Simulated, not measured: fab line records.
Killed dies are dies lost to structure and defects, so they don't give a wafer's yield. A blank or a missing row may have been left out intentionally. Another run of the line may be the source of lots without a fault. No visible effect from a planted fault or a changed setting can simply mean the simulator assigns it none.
fab line records | flow n5Finfet | part 2 of 2: steps 5 to 6 of 6
[record] lots = 23 | wafers = 69 | lastDay = 20
route steps=1938 shown BEOL_M3@977 BEOL_M4@1023
lots that met no fault: taken from a fault-free run of the same line
startH: start of the lot's first displayed wafer, in hours after the record's first day | waitH: time in hours since the lot's previous step | " unchanged from the row above | L1.1+2: one row covering several wafers at once | - no value, or no start given | * or withheld: withheld | < > ~ a bound
route shown NAME@n: a module of which the file shows steps, and the number in the route of the first | usual: mean and standard deviation over wafers with no fault | same: alike in all rows | chamber/n: place in a boat | sites: the reading at each site | _std_site: the standard deviation of these | _edge_site: outer sites' mean less inner sites' | radiusMm: how far each site lies from the wafer's centre | mask NAME#n: copy n | behind: the most recent tool/chamber to have shaped the wafer | hold: what put the lot on hold/how long, in hours/how the hold closed | device: the n, p or np transistor that did not switch | end of line: the tests these same wafers got at the end of their route | a step given without rows: its recipe and nothing more | killed: count of dies lost to structure and defects at first sort (not the wafer's yield) | map: a wafer's dies, x killed, . not, _ none there
set.NAME: setting as actually run; set.NAME@STEP: the setting as run at that earlier step | model.NAME: the simulator's own value behind a step, which no gauge read
route steps across a sampled set of lots; one table per step, one row per wafer
services: when a tool's chamber went out of use (startH, in hours from the record's first day, below 0 if earlier), for how many hours, and the reason
[[steps]]
[step N5_BEOL_M3_SPUTTER_94]
[recipe] material = Cu | targetThkA = 45 | tempC = -20 | chamberPressurePa = 0.07 | powerW = withheld | timeS = 8.29
[usual] substrateTempC = -20.00/0.092 | throttleValvePct = 30.5/0.66
[same] timeS = 8.29
lot.wafer | tool          | chamber | startH | waitH | substrateTempC | throttleValvePct
L075.1    | pvdSputter-02 | -       | 180.42 | 0.1   | -19.84         | 29.6
L075.4    | "             | -       | "      | "     | -19.90         | 30.0
L075.5    | "             | -       | "      | "     | -19.89         | 29.9
L076.2    | pvdSputter-01 | -       | 183.08 | 0.1   | -20.22         | 31.7
L076.3    | "             | -       | "      | "     | -20.00         | 29.9
L076.5    | "             | -       | "      | "     | -20.06         | 31.5
L079.4    | pvdSputter-02 | -       | 188.82 | 0.1   | -19.91         | 29.6
L079.5    | "             | -       | "      | "     | -20.00         | 29.6
L079.6    | "             | -       | "      | "     | -20.03         | 30.1
L077.1    | pvdSputter-02 | -       | 191.66 | 0.1   | -19.86         | 30.3
L077.4    | "             | -       | "      | "     | -19.90         | 29.9
L077.5    | "             | -       | "      | "     | -19.91         | 29.5
L078.1    | pvdSputter-03 | -       | 194.18 | 0.1   | -19.99         | 30.5
L078.4    | "             | -       | "      | "     | -20.15         | 29.9
L078.6    | "             | -       | "      | "     | -20.13         | 30.2
L081.1    | pvdSputter-03 | -       | 210.40 | 0.1   | -20.01         | 30.0
L081.4    | "             | -       | "      | "     | -19.97         | 30.5
L081.5    | "             | -       | "      | "     | -19.95         | 29.7
L080.2    | pvdSputter-02 | -       | 218.00 | 0.1   | -19.89         | 29.7
L080.3    | "             | -       | "      | "     | -20.04         | 29.9
L080.6    | "             | -       | "      | "     | -19.75         | 29.8
L083.1    | pvdSputter-02 | -       | 225.11 | 0.1   | -20.06         | 30.4
L083.4    | "             | -       | "      | "     | -20.00         | 31.1
L083.6    | "             | -       | "      | "     | -19.99         | 30.2
L082.1    | pvdSputter-01 | -       | 244.03 | 0.1   | -20.08         | 31.3
L082.5    | "             | -       | "      | "     | -19.89         | 30.3
L082.6    | "             | -       | "      | "     | -20.03         | 31.6
L084.2    | pvdSputter-02 | -       | 249.00 | 0.1   | -19.85         | 29.8
L084.3    | "             | -       | "      | "     | -20.03         | 31.1
L084.5    | "             | -       | "      | "     | -19.98         | 29.9
L085.3    | pvdSputter-01 | -       | 250.71 | 0.1   | -19.92         | 30.6
L085.4    | "             | -       | "      | "     | -20.07         | 31.7
L085.5    | "             | -       | "      | "     | -19.91         | 31.3
L086.1    | pvdSputter-01 | -       | 253.57 | 0.1   | -20.00         | 32.0
L086.4    | "             | -       | "      | "     | -20.18         | 30.0
L086.5    | "             | -       | "      | "     | -20.01         | 31.7
L087.4    | pvdSputter-02 | -       | 254.26 | 0.1   | -19.92         | 29.6
L087.5    | "             | -       | "      | "     | -20.03         | 30.1
L087.6    | "             | -       | "      | "     | -19.99         | 30.0
L089.3    | pvdSputter-01 | -       | 258.71 | 0.1   | -20.11         | 31.6
L089.4    | "             | -       | "      | "     | -20.05         | 32.0
L089.6    | "             | -       | "      | "     | -19.97         | 31.0
L088.1    | pvdSputter-03 | -       | 269.21 | 0.1   | -20.07         | 30.5
L088.4    | "             | -       | "      | "     | -19.89         | 30.0
L088.6    | "             | -       | "      | "     | -20.04         | 29.7
L090.1    | pvdSputter-01 | -       | 273.54 | 0.1   | -19.88         | 31.0
L090.5    | "             | -       | "      | "     | -19.76         | 31.1
L090.6    | "             | -       | "      | "     | -20.08         | 30.2
L091.2    | pvdSputter-03 | -       | 278.73 | 0.1   | -19.99         | 29.7
L091.3    | "             | -       | "      | "     | -20.06         | 30.3
L091.4    | "             | -       | "      | "     | -19.90         | 30.8
L093.2    | pvdSputter-01 | -       | 287.92 | 0.1   | -19.96         | 30.5
L093.3    | "             | -       | "      | "     | -19.96         | 31.0
L093.4    | "             | -       | "      | "     | -19.94         | 31.6
L092.2    | pvdSputter-01 | -       | 289.76 | 0.1   | -20.00         | 31.6
L092.4    | "             | -       | "      | "     | -19.94         | 30.9
L092.5    | "             | -       | "      | "     | -19.98         | 31.5
L094.2    | pvdSputter-03 | -       | 293.07 | 0.1   | -20.07         | 30.3
L094.4    | "             | -       | "      | "     | -19.84         | 29.5
L094.5    | "             | -       | "      | "     | -19.91         | 29.4
L095.1    | pvdSputter-03 | -       | 325.64 | 0.1   | -20.07         | 29.5
L095.3    | "             | -       | "      | "     | -19.94         | 30.8
L095.6    | "             | -       | "      | "     | -20.07         | 30.5
L096.2    | pvdSputter-01 | -       | 330.93 | 0.1   | -20.05         | 31.5
L096.4    | "             | -       | "      | "     | -19.98         | 30.4
L096.6    | "             | -       | "      | "     | -20.05         | 30.7
L097.1    | pvdSputter-01 | -       | 335.94 | 0.1   | -19.98         | 31.7
L097.2    | "             | -       | "      | "     | -19.98         | 30.1
L097.5    | "             | -       | "      | "     | -20.08         | 30.4
[step N5_BEOL_M4_PECVD_72]
[recipe] material = SiO2 | targetThkA = 160 | tempC = 400 | precursor = TEOS/O2 | pressureTorr = 5.5 | rfW = 450 | teosFlowSccm = 53.8 | gas = O2 | flowSccm = 3000 | timeS = 18
[usual] heaterPowerW = 703/64 | showerheadPlenumPTorr = 8.78/0.043 | showerheadVppV = 1298/60 | throttleValvePct = 22.6/1.4
[same] timeS = 18
lot.wafer | tool     | chamber | startH | waitH | heaterPowerW | showerheadPlenumPTorr | showerheadVppV | sinceWetCleanH | throttleValvePct
L075.1    | pecvd-04 | 1       | 181.89 | 0.0   | 671          | 8.78                  | 1363           | 1973           | 21.4
L075.4    | "        | 1       | "      | "     | 666          | 8.76                  | 1348           | -              | 21.3
L075.5    | "        | 2       | "      | "     | 758          | 8.74                  | 1157           | -              | 23.0
L076.2    | pecvd-02 | 0       | 184.52 | 0.0   | 833          | 8.84                  | 1208           | 1070           | 22.0
L076.3    | "        | 1       | "      | "     | 652          | 8.78                  | 1343           | 1795           | 22.2
L076.5    | "        | 2       | "      | "     | 667          | 8.76                  | 1316           | -              | 22.0
L079.4    | pecvd-01 | 2       | 190.41 | 0.1   | 715          | 8.80                  | 1342           | -              | 21.2
L079.5    | "        | 0       | "      | "     | 684          | 8.77                  | 1301           | -              | 22.7
L079.6    | "        | 1       | "      | "     | 675          | 8.75                  | 1251           | -              | 25.7
L077.1    | pecvd-04 | 0       | 193.09 | 0.0   | 677          | 8.85                  | 1329           | 1259           | 23.0
L077.4    | "        | 2       | "      | "     | 842          | 8.73                  | 1147           | -              | 23.1
L077.5    | "        | 1       | "      | "     | 742          | 8.77                  | 1339           | -              | 21.4
L078.1    | pecvd-01 | 2       | 195.66 | 0.0   | 708          | 8.85                  | 1348           | 146            | 21.1
L078.4    | "        | 0       | "      | "     | 676          | 8.76                  | 1291           | -              | 22.7
L078.6    | "        | 2       | "      | "     | 702          | 8.83                  | 1334           | -              | 21.2
L081.1    | pecvd-01 | 0       | 212.06 | 0.0   | 652          | 8.75                  | 1320           | 916            | 22.4
L081.4    | "        | 0       | "      | "     | 634          | 8.74                  | 1328           | -              | 22.9
L081.5    | "        | 2       | "      | "     | 698          | 8.83                  | 1351           | -              | 21.3
L080.2    | pecvd-02 | 2       | 220.03 | 0.0   | 661          | 8.75                  | 1337           | 322            | 22.4
L080.3    | "        | 1       | "      | "     | 679          | 8.73                  | 1330           | 1830           | 21.8
L080.6    | "        | 0       | "      | "     | 789          | 8.82                  | 1234           | -              | 22.1
L083.1    | pecvd-02 | 2       | 226.59 | 0.0   | 650          | 8.76                  | 1332           | 329            | 22.5
L083.4    | "        | 1       | "      | "     | 682          | 8.73                  | 1362           | -              | 21.7
L083.6    | "        | 0       | "      | "     | 807          | 8.83                  | 1230           | -              | 21.8
L082.1    | pecvd-01 | 0       | 245.65 | 0.0   | 662          | 8.74                  | 1305           | 950            | 22.8
L082.5    | "        | 1       | "      | "     | 712          | 8.74                  | 1264           | -              | 25.4
L082.6    | "        | 2       | "      | "     | 715          | 8.83                  | 1353           | -              | 21.4
L084.2    | pecvd-01 | 2       | 253.58 | 0.0   | 689          | 8.84                  | 1332           | 203            | 21.3
L084.3    | "        | 1       | "      | "     | 697          | 8.75                  | 1289           | 1682           | 25.4
L084.5    | "        | 1       | "      | "     | 690          | 8.72                  | 1255           | -              | 25.8
L085.3    | pecvd-01 | 0       | 253.80 | 0.0   | 667          | 8.79                  | 1289           | 958            | 22.6
L085.4    | "        | 2       | "      | "     | 683          | 8.84                  | 1348           | -              | 21.2
L085.5    | "        | 0       | "      | "     | 660          | 8.73                  | 1289           | -              | 22.8
L086.1    | pecvd-04 | 2       | 255.07 | 0.0   | 752          | 8.74                  | 1158           | 567            | 23.0
L086.4    | "        | 1       | "      | "     | 606          | 8.79                  | 1333           | -              | 21.1
L086.5    | "        | 0       | "      | "     | 719          | 8.84                  | 1316           | -              | 23.1
L087.4    | pecvd-02 | 1       | 256.23 | 0.1   | 683          | 8.75                  | 1336           | -              | 21.6
L087.5    | "        | 2       | "      | "     | 687          | 8.75                  | 1317           | -              | 22.7
L087.6    | "        | 0       | "      | "     | 833          | 8.85                  | 1211           | -              | 21.9
L089.3    | pecvd-01 | 1       | 260.28 | 0.0   | 749          | 8.75                  | 1279           | 1689           | 25.7
L089.4    | "        | 2       | "      | "     | 623          | 8.83                  | 1359           | -              | 21.1
L089.6    | "        | 1       | "      | "     | 764          | 8.77                  | 1273           | -              | 25.6
L088.1    | pecvd-02 | 1       | 271.71 | 0.0   | 691          | 8.78                  | 1339           | 1882           | 21.7
L088.4    | "        | 0       | "      | "     | 807          | 8.82                  | 1229           | -              | 22.0
L088.6    | "        | 2       | "      | "     | 626          | 8.75                  | 1331           | -              | 22.2
L090.1    | pecvd-04 | 2       | 275.51 | 0.0   | 791          | 8.75                  | 1162           | 588            | 23.2
L090.5    | "        | 2       | "      | "     | 806          | 8.72                  | 1156           | -              | 23.4
L090.6    | "        | 1       | "      | "     | 685          | 8.79                  | 1348           | -              | 21.3
L091.2    | pecvd-01 | 1       | 280.22 | 0.0   | 660          | 8.75                  | 1273           | 1709           | 25.6
L091.3    | "        | 0       | "      | "     | 627          | 8.76                  | 1289           | 984            | 22.7
L091.4    | "        | 1       | "      | "     | 673          | 8.75                  | 1298           | -              | 25.5
L092.2    | pecvd-02 | 1       | 291.53 | 0.0   | 675          | 8.78                  | 1331           | 1902           | 21.9
L092.4    | "        | 0       | "      | "     | 831          | 8.83                  | 1218           | -              | 21.6
L092.5    | "        | 1       | "      | "     | 667          | 8.75                  | 1341           | -              | 21.6
L093.2    | pecvd-02 | 0       | 291.66 | 0.0   | 798          | 8.84                  | 1192           | 1177           | 21.9
L093.3    | "        | 1       | "      | "     | 663          | 8.78                  | 1324           | 1902           | 21.8
L093.4    | "        | 2       | "      | "     | 670          | 8.76                  | 1336           | -              | 22.2
L094.2    | pecvd-01 | 2       | 294.51 | 0.0   | 725          | 8.84                  | 1348           | 244            | 21.3
L094.4    | "        | 1       | "      | "     | 760          | 8.75                  | 1283           | -              | 25.4
L094.5    | "        | 0       | "      | "     | 655          | 8.73                  | 1300           | -              | 22.8
L095.1    | pecvd-02 | 1       | 327.08 | 0.0   | 667          | 8.77                  | 1340           | 1937           | 21.8
L095.3    | "        | 0       | "      | "     | 816          | 8.83                  | 1234           | 1212           | 21.7
L095.6    | "        | 0       | "      | "     | 842          | 8.83                  | 1239           | -              | 22.1
L096.2    | pecvd-01 | 0       | 332.36 | 0.0   | 681          | 8.74                  | 1326           | 1036           | 22.9
L096.4    | "        | 0       | "      | "     | 683          | 8.76                  | 1302           | -              | 22.8
L096.6    | "        | 1       | "      | "     | 686          | 8.74                  | 1273           | -              | 25.7
L097.1    | pecvd-04 | 1       | 337.45 | 0.0   | 696          | 8.79                  | 1362           | 2129           | 21.5
L097.2    | "        | 0       | "      | "     | 633          | 8.85                  | 1329           | 1404           | 23.2
L097.5    | "        | 1       | "      | "     | 700          | 8.78                  | 1350           | -              | 21.3
[[services]]
tool          | chamber | startH | hours | kind
pecvd-02      | 0       | 152.72 | 2.1   | scheduledDown
pecvd-01      | 1       | 155.91 | 5.5   | scheduledDown
pvdSputter-03 | -       | 164.50 | 2.8   | repair
pecvd-01      | 2       | 172.57 | 2.1   | scheduledDown
rieDiel-02    | 3       | 173.20 | 15.3  | repair
pecvd-02      | -       | 190.02 | 14.6  | pm
rieDiel-02    | 0       | 191.16 | 13.6  | repair
pecvd-02      | 0       | 215.90 | 2.2   | repair
rieDiel-06    | 2       | 235.12 | -     | clean
rieDiel-06    | 2       | 235.12 | -     | consumableReplace:focusRing
rieDiel-06    | 2       | 235.12 | 34.8  | scheduledDown
rieDiel-06    | 2       | 235.12 | 34.8  | ventCycle
rieDiel-05    | 1       | 268.62 | 5.2   | repair
rieDiel-06    | 0       | 269.92 | -     | clean
rieDiel-06    | 0       | 269.92 | -     | consumableReplace:focusRing
rieDiel-06    | 0       | 269.92 | 19.5  | scheduledDown
rieDiel-06    | 0       | 269.92 | 19.5  | ventCycle
pecvd-04      | 0       | 282.82 | 14.2  | repair
pvdSputter-02 | -       | 295.39 | 5.2   | repair
rieDiel-05    | 0       | 295.90 | 7.5   | repair
rieDiel-02    | -       | 306.21 | 0.9   | repair
rieDiel-05    | -       | 311.94 | 4.3   | pm
rieDiel-06    | 0       | 313.92 | 13.7  | repair
rieDiel-05    | -       | 332.69 | 0.7   | repair
